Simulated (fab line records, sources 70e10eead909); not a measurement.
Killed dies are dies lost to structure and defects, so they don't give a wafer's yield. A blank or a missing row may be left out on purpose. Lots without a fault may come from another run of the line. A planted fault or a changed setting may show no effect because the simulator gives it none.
Chamber matching | flow nand_harc | NHARC_A_STAIRCASE_CMP_472 on cmp-04: 4 sister chambers
The step polishes SiO2. 4 wafers are shown with their chamber, then 10 later ones without.

WAFERS WITH THEIR CHAMBER
wafer  | chamber | motor_current_A (A)
L085.4 | 2       | 11.3
L085.5 | 3       | 13.2
L087.3 | 0       | 12.8
L087.4 | 1       | 10.8

WAFERS WITHOUT THEIR CHAMBER
wafer  | motor_current_A (A)
L087.6 | 13.0
L089.1 | 12.9
L089.2 | 10.5
L089.4 | 13.5
L089.3 | 11.4
L089.5 | 10.6
L089.6 | 10.7
L095.2 | 13.0
L095.4 | 10.6
L095.6 | 11.4

WHICH CHAMBER EACH WENT THROUGH
wafer  | from the rows above     | in truth
L087.6 | can't be placed: 0 or 3 | 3
L089.1 | can't be placed: 0 or 3 | 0
L089.2 | 1                       | 1
L089.4 | 3                       | 3
L089.3 | 2                       | 2
L089.5 | 1                       | 1
L089.6 | 1                       | 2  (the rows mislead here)
L095.2 | can't be placed: 0 or 3 | 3
L095.4 | 1                       | 1
L095.6 | 2                       | 2
Placed correctly: 6 of 10. Can't be placed from these rows: 3 (the true chamber is among the candidates in 3). Placed wrongly: 1.
How it was worked out, from the rows above alone: a wafer's distance from a chamber is the root of the sum, over the readings, of the square of ((its reading less the chamber's mean) divided by the reading's scatter). The wafer belongs to the nearest chamber; if the next one is less than 2 further off, it can't be placed. A chamber's mean is the mean of its shown wafers. The scatter: with one shown wafer a chamber, the root of the mean of the squares of how far each hidden wafer lies from its nearest shown one.
